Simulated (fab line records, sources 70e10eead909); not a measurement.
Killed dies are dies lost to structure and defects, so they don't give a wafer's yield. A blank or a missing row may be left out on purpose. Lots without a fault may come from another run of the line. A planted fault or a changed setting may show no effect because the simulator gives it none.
Chamber matching | flow nand_harc | NHARC_A_STAIRCASE_DESCUM_219 on rie_diel-06: 4 sister chambers
The step chemistry O2, time 3 s. 14 wafers are shown with their chamber, then 7 later ones without.

WAFERS WITH THEIR CHAMBER
wafer  | chamber | drypump_motor_current_A (A) | showerhead_plenum_p_Torr (Torr) | rf_vpp_V (V)
L117.1 | 1       | 6.5                         | 1.85                            | 58.8
L117.3 | 3       | 5.5                         | 1.79                            | 57.8
L117.4 | 0       | 5.8                         | 1.85                            | 56.9
L119.3 | 0       | 5.8                         | 1.85                            | 56.2
L119.4 | 1       | 6.5                         | 1.85                            | 57.9
L119.6 | 1       | 6.5                         | 1.85                            | 57.4
L133.2 | 1       | 6.5                         | 1.84                            | 57.2
L133.4 | 2       | 5.8                         | 1.94                            | 57.9
L133.6 | 1       | 6.5                         | 1.84                            | 57.2
L134.3 | 1       | 6.5                         | 1.84                            | 57.7
L134.4 | 3       | 5.6                         | 1.78                            | 59.7
L134.5 | 3       | 5.5                         | 1.78                            | 59.3
L135.1 | 2       | 5.8                         | 1.94                            | 59.1
L135.2 | 0       | 5.8                         | 1.83                            | 56.8

SIGNATURES (means of the wafers above)
reading                  | chamber 0 | chamber 1 | chamber 2 | chamber 3 | scatter within a chamber
drypump_motor_current_A  | 5.800     | 6.500     | 5.800     | 5.533     | 0.0258
showerhead_plenum_p_Torr | 1.8433    | 1.8450    | 1.9400    | 1.7833    | 0.00695
rf_vpp_V                 | 56.633    | 57.700    | 58.500    | 58.933    | 0.697
Rule: a wafer's distance from a chamber is the root of the sum, over the readings, of the square of ((its reading less the chamber's mean) divided by the reading's scatter). The wafer belongs to the nearest chamber; if the next one is less than 2 further off, it can't be placed. The scatter: the root of (the sum of the squares of (reading less its chamber's mean) over the shown wafers, divided by (wafers less chambers)).

WAFERS WITHOUT THEIR CHAMBER
wafer  | drypump_motor_current_A (A) | showerhead_plenum_p_Torr (Torr) | rf_vpp_V (V)
L135.5 | 5.6                         | 1.77                            | 57.6
L136.1 | 5.8                         | 1.83                            | 56.9
L136.3 | 5.5                         | 1.77                            | 57.1
L136.5 | 6.4                         | 1.83                            | 57.2
L137.2 | 5.8                         | 1.94                            | 58.0
L137.3 | 5.5                         | 1.77                            | 56.9
L137.6 | 5.8                         | 1.83                            | 58.0

WHICH CHAMBER EACH WENT THROUGH
wafer  | from the rows above | in truth
L135.5 | 3                   | 3
L136.1 | 0                   | 0
L136.3 | 3                   | 3
L136.5 | 1                   | 1
L137.2 | 2                   | 2
L137.3 | 3                   | 3
L137.6 | 0                   | 0
Placed correctly: 7 of 7. Can't be placed from these rows: 0. Placed wrongly: 0.
